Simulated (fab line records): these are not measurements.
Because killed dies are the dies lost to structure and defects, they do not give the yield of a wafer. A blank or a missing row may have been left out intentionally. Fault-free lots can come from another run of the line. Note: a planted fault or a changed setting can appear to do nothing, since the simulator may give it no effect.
Lot-split experiment    flow n5 finfet    on a route of 1938 steps: 7 lots, 21 wafers read

## ABOUT THE SPLIT
At N5_MOL_CONTACT_COAG_ALD_27 (deposits SiOC, target thk 17 nm, pulse time 1.5 s, time 2720 s), the setting ald cycles was moved away from the recipe's 340 on 10 of the 21 wafers read, by -15.3% to +15.3%. For the rest of the wafers, this setting stayed at what the recipe calls for.

Reading taken at the split's own step.

## THE READING
SiOC_of_MOL_CONTACT_COAG_ALD_27.thk nm (the simulator's own value, which no gauge read), in nm, at N5_MOL_CONTACT_COAG_ALD_27 (deposits SiOC, target thk 17 nm, pulse time 1.5 s, time 2720 s). There is no usual value for it anywhere in the file. The 11 wafers here that ran the recipe average 17.0 nm, standard deviation 0.085 nm.

wafer   tool, chamber at the split  ald cycles as run  against the recipe  SiOC_of_MOL_CONTACT_COAG_ALD_27.thk nm, nm  against lot-mates on the recipe
L074.3  ald sin-01, 1,0             340                recipe              17                                          -
L074.5  ald sin-01, 1,0             340                recipe              17                                          -
L074.6  ald sin-01, 3               317                -6.8%               15.8                                        -1.2
L076.2  ald sin-03, 3               340                recipe              17.2                                        -
L076.3  ald sin-03, 1,2             340                recipe              17                                          -
L076.4  ald sin-03, 1,2             340                recipe              17                                          -
L079.1  ald sin-03, 1               382                +12.4%              19                                          +2.0
L079.6  ald sin-03, 1               382                +12.4%              19                                          +2.0
L079.4  ald sin-03, 3               340                recipe              17                                          -
L083.1  ald sin-04, 3,1             324                -4.7%               16.2                                        -0.8
L083.6  ald sin-04, 3,1             324                -4.7%               16.2                                        -0.8
L083.5  ald sin-04, 2               340                recipe              17                                          -
L088.1  ald sin-03, 3               340                recipe              17                                          -
L088.3  ald sin-03, 1,3             288                -15.3%              14.2                                        -2.8
L088.5  ald sin-03, 1,3             288                -15.3%              14.2                                        -2.8
L092.2  ald sin-01, 0               392                +15.3%              19.6                                        +2.6
L092.6  ald sin-01, 0               392                +15.3%              19.6                                        +2.6
L092.5  ald sin-01, 3               340                recipe              17                                          -
L095.1  ald sin-03, 1               383                +12.6%              19                                          +2.1
L095.4  ald sin-03, 0               340                recipe              17                                          -
L095.5  ald sin-03, 1               340                recipe              16.8                                        -
If several chambers appear in one row, that row covers several wafers at once and the file leaves open which wafer was in which chamber.

THE FIT
A straight line over all 21 wafers: SiOC_of_MOL_CONTACT_COAG_ALD_27.thk nm changes by +0.172 nm for each +1% of ald cycles; r = +1.00; the points scatter about the line by 0.094 nm.
The same after taking each lot's own level away (the mean of its wafers on the recipe; 21 wafers): +0.173 nm for each +1%; r = +1.00; scatter 0.079 nm.
The reading moves by 2.6 nm for the largest change in ald cycles, on that fit.
Across the lots, their own levels run from 16.90 to 17.07 nm, a range of 2.0 times the standard deviation given above.
So the lot-to-lot level changes the slope little: the two slopes agree.
Check: -2.64 nm against its lot-mates is what the line predicts for one of the wafers moved furthest among these (-15.3%) when that wafer is left out of the fit. It came out at -2.8 nm against them.

## FURTHER SPLITS ON THESE WAFERS
Note: prior to the reading, these wafers also went through further splits. Each is held against what the fit with the lots' levels taken away leaves over:
other split on the same wafers  wafers away from the commonest value  r with SiOC_of_MOL_CONTACT_COAG_ALD_27.thk nm (lot level and that fit taken away)
N5_SDB_COAT_03 spin rpm         11                                    +0.18
N5_HKMG_FIN_PEB_47 peb time s   6                                     -0.01
N5_GATE_CUT_DESCUM_18 time s    9                                     -0.03

## THE FILE'S OWN FIT
SiOC_of_MOL_CONTACT_COAG_ALD_27.thk nm changes by +0.172 nm for each +1% of ald cycles, r = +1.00.
